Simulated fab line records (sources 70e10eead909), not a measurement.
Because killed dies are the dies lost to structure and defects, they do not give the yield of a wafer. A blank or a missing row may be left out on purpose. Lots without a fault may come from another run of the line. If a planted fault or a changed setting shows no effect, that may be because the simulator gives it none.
Struck lot and sound lot, side by side :: flow nand-harc :: 14 steps out of a route of 1159
Sound: these wafers, L373.2, L373.4, L373.6. Wafers L372.2, L372.3, L372.4 were the ones struck. The cause is given at the end.
At each step with rows: each side's tool, then ch and its chambers, then its first start. Under that, the readings that differ: sound wafers :: struck wafers :: difference of the means :: sigmas: that difference in standard deviations of wafers without a fault.
alike: readings with means less than 2 such deviations apart, plus words and numbers identical on both sides. not compared: withheld readings, readings lacking a value on some wafer, bounds such as >300 that could conceal the same value, and numbers that have no deviation in the record and whose values overlap.
Wherever a step has rows on one side only, a row that says differs or no value, or a row with sigmas, the two part there. Numbers that have no deviation but don't overlap get no sigmas and don't part them. A reading missing from all wafers of one side parts the sides only when that side holds two or more wafers.

first, 1 step without rows for these wafers: NHARC_A_M1_PRE_CLEAN_30 (time 30 s).
NHARC_A_M1_PVD_20: deposits TaN, target thk 5 nm, time 8.06 s.
  sound on pvd-sputter-01; struck on pvd-sputter-01
reading: chamber-pressure-pa (Pa)
sound: 0.12037 0.12019 0.12022
struck: 0.11974 0.1198 0.11958
difference: -0.00055
sigmas: -2
  alike: cathode-dc-power-W, substrate-temp-c, throttle-valve-pct
NHARC_A_M1_PVD_21: deposits Cu, target thk 30 nm, time 20.49 s.
  sound on pvd-sputter-01; struck on pvd-sputter-01
  alike: cathode-dc-power-W, chamber-pressure-pa, substrate-temp-c, throttle-valve-pct
then, 1 step without rows for these wafers: NHARC_A_M1_ECD_22 (material Cu, target thk 400 nm).
NHARC_A_M1_ANNEAL_31: time 90 s.
  sound on rtp-anneal-02 ch 0, day 20 16:10; struck on rtp-anneal-01 ch 0, day 20 19:48
  alike: wafer_temp_C_max
NHARC_A_M1_CMP_23: polishes, t overpolish 20 s, target thk 154.34 nm.
  sound on cmp-02 ch 0,2, day 20 16:27; struck on cmp-04 ch 1,2,3, day 20 20:05
  alike: motor-current-A, slurry-flow-ml-min, time-to-endpoint-s
NHARC_A_M1_THK_MEAS_24: measures by xrf.
  sound: film-metro-01 at day 20 16:46; struck: film-metro-01 at day 20 20:25
reading: thk-nm (nm)
sound: 152.4 150.8 152.8
struck: 155.9 156.9 156.7
difference: +4.5
sigmas: +2
following that, these wafers have no rows for 1 step: NHARC_A_M1_SRD_25.
NHARC_A_M1_INSPECT_27:
  sound: defect-inspect-01 at day 20 16:55; struck: defect-inspect-01 at day 20 20:35
  alike: raw-defect-count
then, 1 step without rows for these wafers: NHARC_A_M1_PRE_CLEAN_32 (time 12 s).
NHARC_A_M1_DEP_33: deposits SiCN, target thk 30 nm.
  sound on pecvd-03 ch 0,2, day 20 17:07; struck on pecvd-04 ch 0,1, day 20 20:44
  alike: chamber-pressure-Torr, heater-power-outer-w, heater-power-w
NHARC_A_BONDPAD_DEP_00: deposits SiCN, target thk 250 nm.
  sound on pecvd-01 ch 0,1,2, day 20 17:43; struck on pecvd-01 ch 0,1,2, day 20 21:18
  no value came back on the struck wafers for chamber-pressure-Torr (Torr), heater-power-outer-w (W), heater-power-w (W); on the sound wafers chamber-pressure-Torr (Torr) reads 2.998 3.015 2.998
then, 1 step without rows for these wafers: NHARC_A_BONDPAD_CMP_29 (polishes SiCN, target thk 200 nm).
NHARC_END_SORT_01:
  the record has rows for the sound wafers here (prober-01 ch 0, day 22 03:26) and none for the struck ones

## WHERE THEY PART
Last at NHARC_END_SORT_01 as far as this record goes, first at NHARC_A_M1_PVD_20.

WHY: the cause the simulator had injected
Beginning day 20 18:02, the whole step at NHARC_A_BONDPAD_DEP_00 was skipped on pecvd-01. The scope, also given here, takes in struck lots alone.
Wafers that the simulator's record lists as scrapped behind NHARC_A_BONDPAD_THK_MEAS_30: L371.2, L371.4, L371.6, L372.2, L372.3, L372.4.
